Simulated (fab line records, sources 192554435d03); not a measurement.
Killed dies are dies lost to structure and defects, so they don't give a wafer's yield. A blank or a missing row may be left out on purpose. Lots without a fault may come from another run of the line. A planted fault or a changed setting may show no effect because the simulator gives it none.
Split-lot experiment | flow n5_finfet | 7 lots, 39 wafers read, on a route of 1938 steps

THE SPLIT
At N5_BEOL_M13_SPUTTER_44 (material Ta, target thk 10 nm, time 16.13 s), the setting target_thk_a was moved away from the recipe's 100 angstrom on 15 of the 39 wafers read, by -53.0% to +54.6%. The other wafers ran this setting at the recipe's value.

FROM THE SPLIT TO THE READING: what the file shows between them, 3 steps
- N5_BEOL_M13_SPUTTER_45: material Cu, target thk 80 nm, time 13.33 s
- N5_BEOL_M13_ECD_47: material Cu, target thk 936 nm
- N5_BEOL_M13_ANNEAL_48: time 90 s

THE READING
barrier_field_endpoint_s, in s, at N5_BEOL_M13_CMP_49 (polishes, stops on SiOC, t overpolish 17.1 s, target thk 420 nm). Fault-free wafers of this fab line usually give 30.3 s, standard deviation 0.68 s.

wafer  | tool, chamber at the split | target_thk_a as run, angstrom | against the recipe | barrier_field_endpoint_s, s | against lot-mates on the recipe
L078.3 | pvd_sputter-02, -          | 100                           | recipe             | 30.0                        | -
L078.1 | pvd_sputter-02, -          | 100                           | recipe             | 30.0                        | -
L078.4 | pvd_sputter-02, -          | 100                           | recipe             | 31.2                        | -
L078.2 | pvd_sputter-02, -          | 100                           | recipe             | 32.4                        | -
L078.6 | pvd_sputter-02, -          | 100                           | recipe             | 30.1                        | -
L078.5 | pvd_sputter-02, -          | 100                           | recipe             | 31.2                        | -
L080.1 | pvd_sputter-03, -          | 46.97                         | -53.0%             | 24.7                        | -5.3
L080.3 | pvd_sputter-03, -          | 100                           | recipe             | 30.0                        | -
L080.2 | pvd_sputter-03, -          | 100                           | recipe             | 29.9                        | -
L080.4 | pvd_sputter-03, -          | 46.97                         | -53.0%             | 24.3                        | -5.7
L080.6 | pvd_sputter-03, -          | 46.97                         | -53.0%             | 24.8                        | -5.2
L080.5 | pvd_sputter-03, -          | 100                           | recipe             | 30.2                        | -
L079.2 | pvd_sputter-02, -          | 100                           | recipe             | 31.0                        | -
L079.4 | pvd_sputter-02, -          | 100                           | recipe             | 32.3                        | -
L079.1 | pvd_sputter-02, -          | 145.3                         | +45.3%             | 35.9                        | +4.4
L079.3 | pvd_sputter-02, -          | 145.3                         | +45.3%             | 35.2                        | +3.7
L079.6 | pvd_sputter-02, -          | 100                           | recipe             | 31.3                        | -
L079.5 | pvd_sputter-02, -          | 145.3                         | +45.3%             | 36.5                        | +5.0
L089.4 | pvd_sputter-03, -          | 100                           | recipe             | 28.9                        | -
L089.3 | pvd_sputter-03, -          | 100                           | recipe             | 29.7                        | -
L089.5 | pvd_sputter-03, -          | 100                           | recipe             | 29.7                        | -
L088.2 | pvd_sputter-03, -          | 52.7                          | -47.3%             | 24.2                        | -5.7
L088.1 | pvd_sputter-03, -          | 52.7                          | -47.3%             | 24.5                        | -5.4
L088.3 | pvd_sputter-03, -          | 100                           | recipe             | 30.5                        | -
L088.4 | pvd_sputter-03, -          | 100                           | recipe             | 29.3                        | -
L088.6 | pvd_sputter-03, -          | 100                           | recipe             | 30.0                        | -
L088.5 | pvd_sputter-03, -          | 52.7                          | -47.3%             | 24.6                        | -5.3
L090.2 | pvd_sputter-02, -          | 100                           | recipe             | 30.1                        | -
L090.4 | pvd_sputter-02, -          | 154.6                         | +54.6%             | 36.3                        | +6.3
L090.3 | pvd_sputter-02, -          | 154.6                         | +54.6%             | 34.7                        | +4.7
L090.1 | pvd_sputter-02, -          | 100                           | recipe             | 29.8                        | -
L090.5 | pvd_sputter-02, -          | 100                           | recipe             | 30.1                        | -
L090.6 | pvd_sputter-02, -          | 154.6                         | +54.6%             | 35.7                        | +5.7
L095.3 | pvd_sputter-03, -          | 100                           | recipe             | 29.9                        | -
L095.4 | pvd_sputter-03, -          | 100                           | recipe             | 30.9                        | -
L095.1 | pvd_sputter-03, -          | 128                           | +28.0%             | 34.8                        | +4.2
L095.2 | pvd_sputter-03, -          | 128                           | +28.0%             | 33.5                        | +2.9
L095.6 | pvd_sputter-03, -          | 128                           | +28.0%             | 33.7                        | +3.1
L095.5 | pvd_sputter-03, -          | 100                           | recipe             | 30.9                        | -

THE FIT
A straight line over all 39 wafers: barrier_field_endpoint_s changes by +0.112 s for each +1% of target_thk_a; r = +0.97; the points scatter about the line by 0.83 s.
The same after taking each lot's own level away (the mean of its wafers on the recipe; 39 wafers): +0.105 s for each +1%; r = +0.98; scatter 0.59 s.
On that fit, the largest move of target_thk_a shifts the reading by 5.8 s.
The lots' own levels span 29.43 to 31.53 s, that is 3.1 times the standard deviation above.
So the lot-to-lot level changes the slope little: the two slopes agree.
Check: with one of the wafers moved furthest among these (+54.6%) left out of the fit, the line predicts +5.65 s for it against its lot-mates. It came out at +6.3 s against them.

OTHER SPLITS ON THESE WAFERS
These wafers also went through other splits before the reading. Each is held against what the fit with the lots' levels taken away leaves over:
other split on the same wafers    | wafers away from the commonest value | r with barrier_field_endpoint_s (lot level and that fit taken away)
N5_BEOL_M11_TRENCH_ETCH_37 time_s | 12                                   | +0.04

THE WHOLE CHAIN: every reading that the file lists as answering this split, in the file's order
step                   | what it does                                                    | reading                                                                           | change (the file's fit)              | r (the file's)
N5_BEOL_M13_SPUTTER_44 | material Ta, target thk 10 nm, time 16.13 s                     | Ta_of_BEOL_M13_SPUTTER_44.thk_nm (the simulator's own value, which no gauge read) | +0.1 nm for each +1% of the setting  | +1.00
N5_BEOL_M13_CMP_49     | polishes, stops on SiOC, t overpolish 17.1 s, target thk 420 nm | barrier_field_endpoint_s                                                          | +0.105 s for each +1% of the setting | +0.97

THE FILE'S OWN FIT
barrier_field_endpoint_s changes by +0.105 s for each +1% of target_thk_a, r = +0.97.
